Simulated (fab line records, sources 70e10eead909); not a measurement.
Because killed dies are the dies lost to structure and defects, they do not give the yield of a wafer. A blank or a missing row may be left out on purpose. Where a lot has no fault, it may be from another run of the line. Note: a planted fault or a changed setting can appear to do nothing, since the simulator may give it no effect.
Code-filled problem report in 8D (eight disciplines) form || flow nand-harc || the parts of the form that need people (team, actions taken, sign-off) are left out

## 1. THE ISSUE
thk-nm at NHARC_A_ONON_D1_THK_MEAS_27 reads a mean of 1809 nm on 6 wafers of 2 lots; wafers without a fault read 1002 nm with a standard deviation of 8.3. That is +97 standard deviations from the usual mean.
The step: measures by ellipsometry.
First observed at day 16 16:35: wafer L665.2, on film-metro-01. At this step, 42 wafers from 14 lots have a number in the record. Rule for "out", or "out of limits": more than 4 standard deviations from the usual mean. The other wafers with a number count as sound.

## 2. WHAT THIS IS AND IS NOT
{"question": "which readings at this step", "is": "thk-nm", "is not": "-"}
{"question": "which lots", "is": "L665, L667", "is not": "L646, L647, L650, L651, L653, L654, L657, L658, L659, L661, L668, L669"}
{"question": "which wafers of those lots", "is": "all that have a number", "is not": "-"}
{"question": "read on which gauges", "is": "film-metro-01", "is not": "film-metro-02"}
{"question": "when", "is": "from day 16 16:35", "is not": "up to then (30 sound wafers); but 6 sound wafers of L668, L669 came after"}

## 3. WHAT RULES OUT EACH SUSPECT
Counting: a tool at any process step up to the reading remains a suspect when it ran all the lots that are out and ran no sound lot after the first of those.
- the gauge at NHARC_A_ONON_D1_THK_MEAS_27: ruled out. All the wafers that are out were read on film-metro-01, but those of them that NHARC_END_SORT_01 has rows for are out there too, on other tools.
- rie-si-01 at NHARC_A_ZERO_WELL_ETCH_13 (etches the open film in HBr/Cl2, target depth 120 nm, time 40.1 s): kept. It processed each lot that is out, first L665 at day 15 07:19, and no sound lot thereafter; up to then, the last sound lot it processed was L661 at day 13 20:01.
- pecvd-onon-03 at NHARC_A_ONON_D1_DEP_25 (target thk 1000 nm): kept. It processed each lot that is out, first L665 at day 16 16:08, and no sound lot thereafter; up to then, the last sound lot it processed was L657 at day 13 01:10.
What counting leaves: rie-si-01 at NHARC_A_ZERO_WELL_ETCH_13 and pecvd-onon-03 at NHARC_A_ONON_D1_DEP_25.

## 4. THE CAUSE (what the simulator had put in)
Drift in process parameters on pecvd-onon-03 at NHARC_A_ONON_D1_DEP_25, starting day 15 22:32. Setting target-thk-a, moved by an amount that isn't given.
Counting leaves 2 suspects; this tool is one of them.

## 5. THE CHAIN OF EFFECTS, in route order
Each row: a reading where the mean over the struck wafers with a number is more than 3 standard deviations away from the usual. Scope: only readings with a usual standard deviation given in the record; hours: median across lots of the time from each lot's start at the first step in this table that gives one to its start at this step; sigmas: change in usual standard deviations.
{"hours": 0, "step": "NHARC_A_ONON_D1_THK_MEAS_27", "reading": "thk-nm", "usual": "1002 nm", "on struck wafers": 1809, "change": "+807", "sigmas": "+97"}
{"hours": 388, "step": "NHARC_END_SORT_01", "reading": "killed-at-array", "usual": 55, "on struck wafers": 671, "change": "+616", "sigmas": "+36"}
{"hours": 388, "step": "NHARC_END_SORT_01", "reading": "killed-dies", "usual": 60, "on struck wafers": 677, "change": "+617", "sigmas": "+34"}

## 6. WHAT WOULD HAVE CAUGHT IT SOONER
The first out-of-limits reading at a measuring or inspecting step in this record came at day 16 16:35, 18 hours after the fault's start at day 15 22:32.
L667, from the lots that are out (2), started NHARC_A_ONON_D1_DEP_25 on pecvd-onon-03 later than day 16 16:35. A tool hold placed at that time would have kept it from harm.
